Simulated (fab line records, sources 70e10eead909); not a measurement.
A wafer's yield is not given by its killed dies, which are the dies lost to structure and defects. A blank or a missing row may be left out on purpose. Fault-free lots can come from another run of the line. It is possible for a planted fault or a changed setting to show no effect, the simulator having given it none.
What tool caused it? -- flow nand_harc -- Sampling: 6 lots, 16 wafers, 4 of 1302 route steps

WHAT THE GAUGES SHOWED, per wafer
NHARC_END_SORT_01.
lot,measured,on,killed_at_other
L632,day 25 12:11,prober-01,2 0 1
L634,day 25 20:14,prober-01,1 0 0
L638,day 27 16:52,prober-01,0 0 1
L645,day 31 04:50,prober-02,0 0

EACH LOT AND THE TOOL THAT RAN IT (in order: tool; ch and the chambers of the sampled wafers; start)
lot,NHARC_A_CONTACT_ETCH_48,NHARC_A_CONTACT_ETCH_50,NHARC_A_CONTACT_ETCH_116
L632,"rie_diel-02 ch 0,2,3, day 22 06:04","rie_diel-02 ch 0,1,2, day 22 08:40 or earlier","har_cap_etch-02 ch 0,1, day 22 08:40"
L634,"rie_diel-02 ch 0,1,2, day 22 21:40","rie_diel-02 ch 0,1,2, day 23 00:40 or earlier","har_cap_etch-01 ch 0,1, day 23 00:40"
L638,"rie_diel-01 ch 0,1,3, day 24 17:41","rie_diel-01 ch 0,1,2, day 24 20:17 or earlier","har_cap_etch-01 ch 0,1, day 24 20:17"
L643,"rie_diel-02 ch 1,3, day 27 15:37","rie_diel-02 ch 1, day 27 18:18 or earlier","har_cap_etch-02 ch 1, day 27 18:18"
L645,"rie_diel-02 ch 2,3, day 28 05:56","rie_diel-02 ch 1,2, day 28 08:34 or earlier","har_cap_etch-01 ch 1, day 28 08:34"
L653,"rie_diel-13 ch 0,1,3, day 30 14:40","rie_diel-13 ch 0,1,3, day 30 17:20 or earlier","har_cap_etch-03 ch 0,1, day 30 17:20"
- NHARC_A_CONTACT_ETCH_48: etches the open film in CF4, target depth 39 nm, time 65 s.
- NHARC_A_CONTACT_ETCH_50: etches the open film in CF4/CHF3, target depth 121 nm, time 60.5 s.
- NHARC_A_CONTACT_ETCH_116: etches the open film in C4F8/O2/Ar, time 190 s, target depth 1850 nm.

THE ANSWER, worked out from the rows above alone
Rule: the lots themselves supply what counts as usual. Put in order of their means at a reading, lots are off if they are a third of the lots or fewer, leave a main group of 4 or more, and stand apart from it by a gap of 3 or more times the standard deviation of the main group's means; of several such gaps the widest counts. Not used: any main group whose means are identical at the precision the tables above print for the reading. Also off: a lot with no number at a reading for which 4 or more lots have one. Any other lot the step has rows for is counted as sound.
No lot is off at any reading shown: from this, nothing can be told.

WHAT THE SIMULATOR PUT IN
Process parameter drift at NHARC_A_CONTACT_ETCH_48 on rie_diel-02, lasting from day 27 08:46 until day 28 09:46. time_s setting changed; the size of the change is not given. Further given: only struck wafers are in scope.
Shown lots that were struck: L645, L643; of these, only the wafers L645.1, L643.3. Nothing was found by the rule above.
